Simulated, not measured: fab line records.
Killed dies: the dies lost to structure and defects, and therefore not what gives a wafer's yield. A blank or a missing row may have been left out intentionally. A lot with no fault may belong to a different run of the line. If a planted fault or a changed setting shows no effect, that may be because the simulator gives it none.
The tool behind it: which one? | flow n5_finfet | 72 wafers from 24 lots sampled at 6 of the route's 1938 steps

== WHAT THE GAUGES SHOWED, per wafer ==
No reading from a measuring or inspecting step in the record can be judged against a usual standard deviation.

== EACH LOT AND THE TOOL THAT RAN IT (in order: tool; ch and the chambers of the sampled wafers; start) ==
lot  | N5_MOL_CONTACT_COAG_ALD_131       | N5_MOL_CONTACT_COAG_ETCH_66        | N5_MOL_CONTACT_COAG_STRIP_72       | N5_BEOL_M0_SAQP_HM_DEP_02    | N5_BEOL_M0_SAQP_MANDREL1_REMOVE_100 | N5_BEOL_M0_SAQP_RECESS_104
L074 | ald_sin-03 ch 1,2,3, day 5 05:01  | rie_diel-03 ch 2,3, day 5 06:20    | rie_diel-01 ch 2,3, day 5 07:14    | pvd_sputter-03, day 5 14:28  | rie_si-02 ch 0,1,2, day 5 16:59     | vapor_etch-01 ch 0,1, day 5 17:40
L075 | ald_sin-02 ch 0,2,3, day 5 19:21  | rie_diel-01 ch 0,1,3, day 5 20:43  | rie_diel-01 ch 0,1,2, day 5 21:16  | pvd_sputter-02, day 6 02:12  | rie_si-02 ch 0,2, day 6 04:33       | vapor_etch-01 ch 0,1, day 6 05:19
L076 | ald_sin-02 ch 1,2,3, day 5 21:01  | rie_diel-03 ch 0,1,3, day 5 22:35  | rie_diel-03 ch 1,2,3, day 5 23:08  | pvd_sputter-01, day 6 05:23  | rie_si-06 ch 0,1,3, day 6 08:13     | vapor_etch-01 ch 0,1, day 6 08:48
L077 | ald_sin-01 ch 0,1,2, day 5 21:49  | rie_diel-04 ch 0,3, day 5 23:06    | rie_diel-03 ch 0,1,2, day 5 23:39  | pvd_sputter-03, day 6 05:29  | rie_si-03 ch 1,2, day 6 08:05       | vapor_etch-02 ch 0,1, day 6 08:27
L078 | ald_sin-01 ch 0,2,3, day 6 03:43  | rie_diel-03 ch 0,1,2, day 6 05:05  | rie_diel-04 ch 0,1, day 6 05:37    | pvd_sputter-01, day 6 12:38  | rie_si-02 ch 1,2,3, day 6 15:14     | vapor_etch-02 ch 0,1, day 6 15:36
L079 | ald_sin-01 ch 1,2,3, day 6 13:24  | rie_diel-03 ch 0,2,3, day 6 14:38  | rie_diel-04 ch 0,1,3, day 6 15:11  | pvd_sputter-01, day 6 20:08  | rie_si-02 ch 0,1,2, day 6 23:35     | vapor_etch-02 ch 0,1, day 7 00:08
L080 | ald_sin-03 ch 0,1,2, day 6 17:18  | rie_diel-03 ch 0,2, day 6 18:43    | rie_diel-03 ch 1,2,3, day 6 19:29  | pvd_sputter-01, day 7 00:30  | rie_si-02 ch 0,1, day 7 03:07       | vapor_etch-01 ch 0,1, day 7 03:47
L081 | ald_sin-02 ch 1,2,3, day 7 01:09  | rie_diel-03 ch 0,1,2, day 7 02:20  | rie_diel-01 ch 1,2,3, day 7 03:08  | pvd_sputter-02, day 7 07:50  | rie_si-06 ch 0,1,2, day 7 10:19     | vapor_etch-02 ch 0,1, day 7 10:47
L082 | ald_sin-03 ch 0,1,3, day 7 11:15  | rie_diel-03 ch 0,2,3, day 7 12:34  | rie_diel-01 ch 0,1,3, day 7 13:38  | pvd_sputter-03, day 7 18:06  | rie_si-06 ch 0,1, day 7 20:27       | vapor_etch-01 ch 0,1, day 7 20:56
L083 | ald_sin-01 ch 0,1,3, day 7 12:56  | rie_diel-01 ch 1,3, day 7 14:32    | rie_diel-01 ch 0,1,2, day 7 15:10  | pvd_sputter-03, day 7 22:42  | rie_si-06 ch 0,1, day 8 01:13       | vapor_etch-02 ch 0,1, day 8 01:35
L084 | ald_sin-03 ch 0,2, day 7 20:01    | rie_diel-04 ch 2,3, day 7 21:13    | rie_diel-04 ch 2,3, day 7 21:56    | pvd_sputter-01, day 8 03:51  | rie_si-06 ch 2,3, day 8 06:46       | vapor_etch-02 ch 0, day 8 07:08
L085 | ald_sin-02 ch 0,1,3, day 8 08:19  | rie_diel-04 ch 0,2, day 8 09:30    | rie_diel-04 ch 2,3, day 8 10:02    | pvd_sputter-03, day 8 15:10  | rie_si-06 ch 1,2,3, day 8 18:27     | vapor_etch-01 ch 0,1, day 8 18:49
L086 | ald_sin-01 ch 0,3, day 8 11:24    | rie_diel-04 ch 1,2, day 8 12:41    | rie_diel-01 ch 0,1,3, day 8 14:43  | pvd_sputter-03, day 8 20:05  | rie_si-03 ch 1,2, day 8 23:13       | vapor_etch-02 ch 0,1, day 8 23:36
L087 | ald_sin-02 ch 0,3, day 8 17:01    | rie_diel-04 ch 1,2,3, day 8 18:44  | rie_diel-03 ch 0,3, day 8 19:16    | pvd_sputter-03, day 9 00:14  | rie_si-06 ch 0,2, day 9 02:44       | vapor_etch-02 ch 0,1, day 9 03:20
L088 | ald_sin-02 ch 0,2,3, day 8 20:26  | rie_diel-04 ch 0,1, day 8 22:57    | rie_diel-01 ch 0,1, day 8 23:32    | pvd_sputter-02, day 9 04:16  | rie_si-06 ch 0,1,2, day 9 06:48     | vapor_etch-01 ch 0,1, day 9 07:10
L089 | ald_sin-02 ch 0,2,3, day 9 00:17  | rie_diel-01 ch 0,1, day 9 01:39    | rie_diel-01 ch 1,2, day 9 02:22    | pvd_sputter-03, day 9 08:08  | rie_si-02 ch 1,2,3, day 9 10:59     | vapor_etch-02 ch 0,1, day 9 11:22
L090 | ald_sin-03 ch 0,3, day 9 07:33    | rie_diel-04 ch 0,2, day 9 09:02    | rie_diel-01 ch 0,3, day 9 09:37    | pvd_sputter-01, day 9 14:29  | rie_si-06 ch 0,2,3, day 9 17:14     | vapor_etch-02 ch 0,1, day 9 17:43
L091 | ald_sin-03 ch 0,1,3, day 9 08:27  | rie_diel-04 ch 1,2, day 9 09:49    | rie_diel-04 ch 0,2, day 9 10:25    | pvd_sputter-02, day 9 17:41  | rie_si-03 ch 1,3, day 9 20:10       | vapor_etch-01 ch 0,1, day 9 20:32
L092 | ald_sin-02 ch 0,1,2, day 9 18:27  | rie_diel-03 ch 1,2, day 9 19:58    | rie_diel-01 ch 0,1,2, day 9 20:31  | pvd_sputter-03, day 10 01:33 | rie_si-03 ch 0,3, day 10 04:23      | vapor_etch-02 ch 0,1, day 10 05:00
L093 | ald_sin-02 ch 0,1,3, day 10 00:54 | rie_diel-04 ch 0,1,2, day 10 02:16 | rie_diel-04 ch 0,1,2, day 10 02:49 | pvd_sputter-03, day 10 07:43 | rie_si-06 ch 1,3, day 10 10:38      | vapor_etch-02 ch 0,1, day 10 11:00
L094 | ald_sin-02 ch 0,2, day 10 06:08   | rie_diel-01 ch 0,1,2, day 10 07:27 | rie_diel-01 ch 1,2, day 10 07:59   | pvd_sputter-01, day 10 15:09 | rie_si-03 ch 1,2,3, day 10 18:20    | vapor_etch-01 ch 0,1, day 10 18:42
L095 | ald_sin-03 ch 0,3, day 10 11:31   | rie_diel-03 ch 1,2,3, day 10 12:44 | rie_diel-03 ch 2,3, day 10 13:17   | pvd_sputter-02, day 10 18:20 | rie_si-03 ch 1,2,3, day 10 22:43    | vapor_etch-01 ch 0,1, day 10 23:07
L096 | ald_sin-02 ch 0,2,3, day 10 22:29 | rie_diel-01 ch 0,1, day 10 23:55   | rie_diel-01 ch 0,1,2, day 11 00:28 | pvd_sputter-01, day 11 05:07 | rie_si-02 ch 0,3, day 11 07:37      | vapor_etch-02 ch 0,1, day 11 08:16
L097 | ald_sin-02 ch 0,3, day 10 23:23   | rie_diel-03 ch 1,2,3, day 11 00:42 | rie_diel-03 ch 1,2,3, day 11 01:23 | pvd_sputter-01, day 11 08:15 | rie_si-03 ch 0,3, day 11 10:47      | vapor_etch-02 ch 0,1, day 11 11:08
- N5_MOL_CONTACT_COAG_ALD_131: deposits SiO2, target thk 5 nm, pulse time 1 s, co reactant pulse time 1 s.
- N5_MOL_CONTACT_COAG_ETCH_66: etches SiARC in CF4, target depth 13 nm, time 21.7 s.
- N5_MOL_CONTACT_COAG_STRIP_72: strips in N2/H2.
- N5_BEOL_M0_SAQP_HM_DEP_02: deposits TiN, target thk 12 nm.
- N5_BEOL_M0_SAQP_MANDREL1_REMOVE_100: chemistry HBr/Cl2/O2, target a-Si, stops on SiNx, bt time 10 s.
- N5_BEOL_M0_SAQP_RECESS_104: chemistry HF/NH3, target SiO2, target depth 18 nm, afs cycles 3, sublimation time 60 s.

== WHAT THE TOOLS THEMSELVES READ (means of the sampled wafers that have a number; where no wafer has one, the mark that the record gives instead) ==
N5_MOL_CONTACT_COAG_ALD_131. Usual: heater_power_w 81 W, standard deviation 7.7; precursor_pulse_height_rel 1.000, standard deviation 0.021.
lot  | tool       | heater_power_w (W) | precursor_pulse_height_rel | flag
L074 | ald_sin-03 | 79                 | 1.014                      |
L075 | ald_sin-02 | 76                 | 0.994                      |
L076 | ald_sin-02 | 79                 | 1.015                      |
L077 | ald_sin-01 | 88                 | 0.981                      |
L078 | ald_sin-01 | 87                 | 0.982                      |
L079 | ald_sin-01 | 81                 | 0.981                      |
L080 | ald_sin-03 | 82                 | 1.002                      |
L081 | ald_sin-02 | 79                 | 0.994                      |
L082 | ald_sin-03 | 84                 | 0.991                      |
L083 | ald_sin-01 | 90                 | 0.980                      |
L084 | ald_sin-03 | 83                 | 1.015                      |
L085 | ald_sin-02 | 77                 | 1.033                      |
L086 | ald_sin-01 | 96                 | 1.015                      |
L087 | ald_sin-02 | 78                 | 1.003                      |
L088 | ald_sin-02 | 77                 | 0.981                      |
L089 | ald_sin-02 | 77                 | 0.998                      |
L090 | ald_sin-03 | 90                 | 1.014                      |
L091 | ald_sin-03 | 85                 | 1.002                      |
L092 | ald_sin-02 | 77                 | 1.026                      |
L093 | ald_sin-02 | 76                 | 0.995                      |
L094 | ald_sin-02 | 75                 | 1.004                      |
L095 | ald_sin-03 | 88                 | 1.012                      |
L096 | ald_sin-02 | 78                 | 0.996                      |
L097 | ald_sin-02 | 75                 | 0.982                      |

N5_MOL_CONTACT_COAG_ETCH_66. Usual: chamber_pressure_mTorr 40.00 mTorr, standard deviation 0.036; drypump_motor_current_A 5.8 A, standard deviation 0.5; etch_rf_on_time_s 22.1 s, standard deviation 0.36; oes_product_au 0.65 a.u., standard deviation 0.077; rf_vpp_V 183.7 V, standard deviation 1.3; showerhead_plenum_p_Torr 2.12 Torr, standard deviation 0.069; throttle_valve_pct 15.59 %, standard deviation 0.28.
lot  | tool        | chamber_pressure_mTorr (mTorr) | drypump_motor_current_A (A) | etch_rf_on_time_s (s) | oes_product_au (a.u.) | rf_vpp_V (V) | showerhead_plenum_p_Torr (Torr) | throttle_valve_pct (%) | flag
L074 | rie_diel-03 | 40.00                          | 6.1                         | 21.9                  | 0.65                  | 184.4        | 2.16                            | 15.48                  |
L075 | rie_diel-01 | 40.03                          | 6.0                         | 21.7                  | 0.76                  | 184.3        | 2.15                            | 15.50                  |
L076 | rie_diel-03 | 39.97                          | 5.8                         | 22.1                  | 0.60                  | 184.0        | 2.15                            | 15.61                  |
L077 | rie_diel-04 | 40.01                          | 5.5                         | 22.2                  | 0.63                  | 182.8        | 2.07                            | 15.64                  |
L078 | rie_diel-03 | 40.02                          | 5.4                         | 22.2                  | 0.62                  | 183.1        | 2.10                            | 15.50                  |
L079 | rie_diel-03 | 40.01                          | 5.8                         | 22.2                  | 0.63                  | 183.6        | 2.11                            | 15.50                  |
L080 | rie_diel-03 | 39.99                          | 5.4                         | 22.1                  | 0.64                  | 182.6        | 2.06                            | 15.39                  |
L081 | rie_diel-03 | 39.98                          | 5.4                         | 22.0                  | 0.61                  | 182.9        | 2.10                            | 15.52                  |
L082 | rie_diel-03 | 40.01                          | 5.8                         | 21.9                  | 0.63                  | 184.3        | 2.11                            | 15.51                  |
L083 | rie_diel-01 | 40.00                          | 5.9                         | 21.4                  | 0.80                  | 183.0        | 2.10                            | 15.27                  |
L084 | rie_diel-04 | 39.97                          | 5.3                         | 22.2                  | 0.60                  | 183.1        | 2.03                            | 15.64                  |
L085 | rie_diel-04 | 40.02                          | 5.9                         | 22.0                  | 0.64                  | 183.4        | 2.12                            | 15.94                  |
L086 | rie_diel-04 | 40.00                          | 5.9                         | 22.1                  | 0.68                  | 183.3        | 2.09                            | 15.64                  |
L087 | rie_diel-04 | 39.97                          | 5.7                         | 22.3                  | 0.67                  | 183.0        | 2.08                            | 15.53                  |
L088 | rie_diel-04 | 40.00                          | 6.3                         | 22.0                  | 0.75                  | 185.5        | 2.17                            | 15.43                  |
L089 | rie_diel-01 | 39.99                          | 6.0                         | 21.7                  | 0.71                  | 184.0        | 2.13                            | 15.69                  |
L090 | rie_diel-04 | 39.98                          | 5.9                         | 22.1                  | 0.63                  | 184.4        | 2.12                            | 15.97                  |
L091 | rie_diel-04 | 40.01                          | 5.9                         | 22.1                  | 0.67                  | 183.4        | 2.09                            | 15.66                  |
L092 | rie_diel-03 | 40.01                          | 5.2                         | 22.2                  | 0.77                  | 184.3        | 2.15                            | 15.21                  |
L093 | rie_diel-04 | 40.04                          | 6.0                         | 22.4                  | 0.67                  | 183.9        | 2.12                            | 15.69                  |
L094 | rie_diel-01 | 39.99                          | 6.3                         | 21.8                  | 0.66                  | 183.8        | 2.12                            | 15.87                  |
L095 | rie_diel-03 | 39.99                          | 5.7                         | 22.3                  | 0.67                  | 184.4        | 2.15                            | 15.40                  |
L096 | rie_diel-01 | 40.00                          | 6.2                         | 21.8                  | 0.65                  | 184.4        | 2.17                            | 15.84                  |
L097 | rie_diel-03 | 39.99                          | 5.7                         | 22.1                  | 0.67                  | 184.4        | 2.15                            | 15.41                  |

N5_MOL_CONTACT_COAG_STRIP_72. Usual: chamber_pressure_mTorr 20.00 mTorr, standard deviation 0.043; drypump_motor_current_A 5.9 A, standard deviation 0.48; oes_product_au 0.79 a.u., standard deviation 0.1; rf_vpp_V 59.0 V, standard deviation 2.2; showerhead_plenum_p_Torr 2.50 Torr, standard deviation 0.081; throttle_valve_pct 23.7 %, standard deviation 0.42.
lot  | tool        | chamber_pressure_mTorr (mTorr) | drypump_motor_current_A (A) | oes_product_au (a.u.) | rf_vpp_V (V) | showerhead_plenum_p_Torr (Torr) | throttle_valve_pct (%) | flag
L074 | rie_diel-01 | 19.96                          | 6.1                         | 0.93                  | 58.8         | 2.46                            | 23.3                   |
L075 | rie_diel-01 | 20.01                          | 6.3                         | 0.82                  | 56.7         | 2.52                            | 23.9                   |
L076 | rie_diel-03 | 19.98                          | 5.7                         | 0.73                  | 58.0         | 2.57                            | 23.6                   |
L077 | rie_diel-03 | 20.02                          | 5.4                         | 0.72                  | 58.8         | 2.50                            | 23.6                   |
L078 | rie_diel-04 | 20.03                          | 6.1                         | 0.74                  | 59.2         | 2.58                            | 24.0                   |
L079 | rie_diel-04 | 19.97                          | 5.9                         | 0.72                  | 58.4         | 2.52                            | 23.7                   |
L080 | rie_diel-03 | 19.98                          | 5.7                         | 0.73                  | 61.0         | 2.56                            | 23.6                   |
L081 | rie_diel-01 | 20.02                          | 6.1                         | 0.90                  | 58.0         | 2.46                            | 23.5                   |
L082 | rie_diel-01 | 19.96                          | 6.0                         | 0.86                  | 60.0         | 2.52                            | 23.4                   |
L083 | rie_diel-01 | 20.03                          | 6.3                         | 0.80                  | 58.9         | 2.51                            | 23.9                   |
L084 | rie_diel-04 | 20.01                          | 5.5                         | 0.72                  | 58.5         | 2.41                            | 23.7                   |
L085 | rie_diel-04 | 20.07                          | 5.3                         | 0.71                  | 57.2         | 2.40                            | 23.5                   |
L086 | rie_diel-01 | 19.97                          | 6.1                         | 0.85                  | 59.7         | 2.52                            | 23.5                   |
L087 | rie_diel-03 | 19.96                          | 6.2                         | 0.71                  | 60.3         | 2.56                            | 23.9                   |
L088 | rie_diel-01 | 20.00                          | 6.2                         | 0.77                  | 60.5         | 2.57                            | 23.7                   |
L089 | rie_diel-01 | 20.05                          | 6.0                         | 0.86                  | 60.5         | 2.46                            | 23.8                   |
L090 | rie_diel-01 | 20.01                          | 6.3                         | 0.79                  | 58.0         | 2.56                            | 23.6                   |
L091 | rie_diel-04 | 19.99                          | 5.9                         | 0.74                  | 58.6         | 2.50                            | 24.1                   |
L092 | rie_diel-01 | 20.01                          | 6.3                         | 0.78                  | 59.5         | 2.51                            | 23.9                   |
L093 | rie_diel-04 | 19.98                          | 6.0                         | 0.78                  | 59.4         | 2.52                            | 23.8                   |
L094 | rie_diel-01 | 20.02                          | 6.3                         | 0.79                  | 58.5         | 2.45                            | 24.1                   |
L095 | rie_diel-03 | 20.00                          | 5.7                         | 0.73                  | 59.2         | 2.49                            | 23.5                   |
L096 | rie_diel-01 | 19.97                          | 6.2                         | 0.78                  | 58.9         | 2.50                            | 23.9                   |
L097 | rie_diel-03 | 20.03                          | 5.7                         | 0.79                  | 59.8         | 2.55                            | 23.5                   |

N5_BEOL_M0_SAQP_HM_DEP_02. Usual: throttle_valve_pct at 29.8 %, with a standard deviation of 1.
lot  | tool           | throttle_valve_pct (%) | flag
L074 | pvd_sputter-03 | 29.4                   |
L075 | pvd_sputter-02 | 29.9                   |
L076 | pvd_sputter-01 | 30.1                   |
L077 | pvd_sputter-03 | 30.2                   |
L078 | pvd_sputter-01 | 29.6                   |
L079 | pvd_sputter-01 | 29.1                   |
L080 | pvd_sputter-01 | 30.2                   |
L081 | pvd_sputter-02 | 30.7                   |
L082 | pvd_sputter-03 | 29.2                   |
L083 | pvd_sputter-03 | 29.4                   |
L084 | pvd_sputter-01 | 29.5                   |
L085 | pvd_sputter-03 | 29.5                   |
L086 | pvd_sputter-03 | 28.5                   |
L087 | pvd_sputter-03 | 29.2                   |
L088 | pvd_sputter-02 | 30.0                   |
L089 | pvd_sputter-03 | 30.8                   |
L090 | pvd_sputter-01 | 29.7                   |
L091 | pvd_sputter-02 | 30.4                   |
L092 | pvd_sputter-03 | 30.6                   |
L093 | pvd_sputter-03 | 30.1                   |
L094 | pvd_sputter-01 | 30.2                   |
L095 | pvd_sputter-02 | 30.5                   |
L096 | pvd_sputter-01 | 29.3                   |
L097 | pvd_sputter-01 | 29.1                   |

N5_BEOL_M0_SAQP_MANDREL1_REMOVE_100. Usual: chamber_pressure_mTorr 10.000 mTorr, standard deviation 0.0092; drypump_motor_current_A 5.6 A, standard deviation 0.37; oes_product_au 1.001 a.u., standard deviation 0.014; throttle_valve_pct 36.8 %, standard deviation 0.32.
lot  | tool      | chamber_pressure_mTorr (mTorr) | drypump_motor_current_A (A) | oes_product_au (a.u.) | throttle_valve_pct (%) | flag
L074 | rie_si-02 | 9.990                          | 5.9                         | 1.014                 | 36.6                   |
L075 | rie_si-02 | 9.991                          | 5.9                         | 1.017                 | 36.6                   |
L076 | rie_si-06 | 10.002                         | 5.8                         | 0.999                 | 37.1                   |
L077 | rie_si-03 | 10.002                         | 5.2                         | 1.006                 | 36.6                   |
L078 | rie_si-02 | 9.998                          | 5.8                         | 1.001                 | 36.6                   |
L079 | rie_si-02 | 10.013                         | 5.9                         | 1.018                 | 36.5                   |
L080 | rie_si-02 | 10.007                         | 5.6                         | 1.021                 | 36.5                   |
L081 | rie_si-06 | 10.006                         | 5.6                         | 0.988                 | 36.9                   |
L082 | rie_si-06 | 9.997                          | 5.5                         | 1.002                 | 37.2                   |
L083 | rie_si-06 | 9.994                          | 5.6                         | 0.997                 | 37.2                   |
L084 | rie_si-06 | 9.994                          | 5.9                         | 0.993                 | 36.5                   |
L085 | rie_si-06 | 10.000                         | 5.9                         | 0.988                 | 36.8                   |
L086 | rie_si-03 | 9.999                          | 5.2                         | 1.014                 | 36.6                   |
L087 | rie_si-06 | 9.992                          | 5.5                         | 0.985                 | 36.8                   |
L088 | rie_si-06 | 10.002                         | 5.6                         | 0.984                 | 36.9                   |
L089 | rie_si-02 | 9.999                          | 5.8                         | 1.001                 | 36.6                   |
L090 | rie_si-06 | 10.003                         | 5.8                         | 0.997                 | 36.8                   |
L091 | rie_si-03 | 9.989                          | 5.4                         | 1.005                 | 36.7                   |
L092 | rie_si-03 | 10.002                         | 5.2                         | 0.993                 | 37.0                   |
L093 | rie_si-06 | 10.003                         | 6.1                         | 1.004                 | 37.1                   |
L094 | rie_si-03 | 9.994                          | 5.3                         | 1.004                 | 36.6                   |
L095 | rie_si-03 | 10.003                         | 5.3                         | 1.003                 | 36.6                   |
L096 | rie_si-02 | 9.997                          | 5.6                         | 1.016                 | 36.7                   |
L097 | rie_si-03 | 10.002                         | 5.4                         | 1.004                 | 36.8                   |

N5_BEOL_M0_SAQP_RECESS_104. Usual: drypump_motor_current_A at 6.21 A, with a standard deviation of 0.22.
lot  | tool          | drypump_motor_current_A (A) | flag
L074 | vapor_etch-01 | 6.39                        |
L075 | vapor_etch-01 | 6.15                        |
L076 | vapor_etch-01 | 6.16                        |
L077 | vapor_etch-02 | 6.17                        |
L078 | vapor_etch-02 | 6.14                        |
L079 | vapor_etch-02 | 6.17                        |
L080 | vapor_etch-01 | 6.41                        |
L081 | vapor_etch-02 | 6.17                        |
L082 | vapor_etch-01 | 6.17                        |
L083 | vapor_etch-02 | 6.15                        |
L084 | vapor_etch-02 | 6.19                        |
L085 | vapor_etch-01 | 6.17                        |
L086 | vapor_etch-02 | 6.18                        |
L087 | vapor_etch-02 | 6.18                        |
L088 | vapor_etch-01 | 6.17                        |
L089 | vapor_etch-02 | 6.18                        |
L090 | vapor_etch-02 | 6.15                        |
L091 | vapor_etch-01 | 6.40                        |
L092 | vapor_etch-02 | 6.16                        |
L093 | vapor_etch-02 | 6.16                        |
L094 | vapor_etch-01 | 6.36                        |
L095 | vapor_etch-01 | 6.38                        |
L096 | vapor_etch-02 | 6.18                        |
L097 | vapor_etch-02 | 6.16                        |

== THE ANSWER, worked out from the rows above alone ==
Rule: lot off if the mean of its wafers having a number is beyond 3 standard deviations from the usual mean. A lot without any number at a reading at which 4 lots or more have one is off too. Any other lot the step has rows for is counted as sound. First the gauges in route order, then the tools' own readings, where a lot's mean is used as printed above. The first step at which some lot is off is used, and at that step the reading that is off furthest; a lot without a number counts as furthest.
Nothing can be told from this: no lot is off at any reading shown.

== WHAT THE SIMULATOR HAD INSERTED ==
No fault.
